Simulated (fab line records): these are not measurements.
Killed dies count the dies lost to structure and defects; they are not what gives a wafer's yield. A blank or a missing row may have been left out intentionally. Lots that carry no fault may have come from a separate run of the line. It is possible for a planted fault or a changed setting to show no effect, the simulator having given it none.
8D (eight disciplines) problem report, filled in by code | flow n5-finfet | the parts of the form that need people (team, actions taken, sign-off) are left out

## 1. WHAT IS WRONG
Mean CJ_N at N5_BEOL_M4_RC_MEAS_101: 3.47 over 9 wafers in 3 lots; fault-free wafers: 4.32, standard deviation 0.07. That puts it -12 standard deviations away from the usual mean.
First seen on wafer L853.1, day 11 04:14, on prober-02. Wafers with a number at this step in the record: 26, from 9 lots. Rule for "out", or "out of limits": more than 4 standard deviations from the usual mean. The other wafers with a number count as sound.

## 2. WHAT IT IS AND WHAT IT IS NOT
question                    | is                     | is not
which readings at this step | CJ_N, CJ_P, RS_PWELL   | ION_N, SS_N, SS_P, VT_N, VT_P
which lots                  | L853, L854, L855       | L840, L845, L858, L860, L862, L863
which wafers of those lots  | all that have a number | -
read on which gauges        | prober-01, prober-02   | -
when                        | from day 11 04:14      | up to then (6 sound wafers); but 11 sound wafers of L858, L860, L862, L863 came after

## 3. WHAT RULES OUT EACH SUSPECT
Counting: a tool at any process step up to the reading remains a suspect when it ran all the lots that are out and ran no sound lot after the first of those.
- the gauge at N5_BEOL_M4_RC_MEAS_101 is ruled out. The wafers that are out were read on 2 gauges (prober-01, prober-02).
- pecvd-04 at N5_ZERO_LAYER_PECVD_02 (deposits SiO2 from SiH4/N2O, target thk 10 nm, time 6 s): ruled out as a lasting fault. After its first lot that is out, L853 (day 4 18:18), sound lots L858 ran on it.
Left after counting: nothing in the record.

## 4. THE CAUSE (what the simulator had put in)
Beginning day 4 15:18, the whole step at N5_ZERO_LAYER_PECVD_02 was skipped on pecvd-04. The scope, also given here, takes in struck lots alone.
It was ruled out by counting, in error; the rule expects a fault to strike all lots run on its tool from its start on, and this fault did not.

## 5. THE EFFECT CHAIN, in route order
Each row: a reading where the mean over the struck wafers with a number is more than 3 standard deviations away from the usual. Readings are gone through only where the record gives a usual standard deviation; hours: the median, over the lots, of the time from a lot's start at the first step in this table giving one to that lot's start at this step; sigmas: the change measured in usual standard deviations.
hours | step                   | reading  | usual       | on struck wafers | change | sigmas
0     | N5_BEOL_M4_RC_MEAS_101 | CJ_N     | 4.32        | 3.47             | -0.85  | -12
0     | N5_BEOL_M4_RC_MEAS_101 | CJ_P     | 5.79        | 4.79             | -1.00  | -5.5
0     | N5_BEOL_M4_RC_MEAS_101 | RS_PWELL | 3004 ohm/sq | 2839             | -165   | -6.1
Readings that are blank on the struck wafers while sound wafers have them: chamber-pressure-Torr at N5_ZERO_LAYER_PECVD_02; heater-power-outer-w at N5_ZERO_LAYER_PECVD_02; heater-power-w at N5_ZERO_LAYER_PECVD_02; showerhead-plenum-p-Torr at N5_ZERO_LAYER_PECVD_02; showerhead-vpp-V at N5_ZERO_LAYER_PECVD_02.

## 6. WHAT WOULD HAVE CAUGHT IT SOONER
The first out-of-limits reading at a measuring or inspecting step in this record came at day 11 04:14, 157 hours after the fault's start at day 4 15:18.
At N5_ZERO_LAYER_PECVD_02 the tool's readings are blank on the struck wafers, where sound wafers have them: an empty tool record is the first sign, and it was there at once.
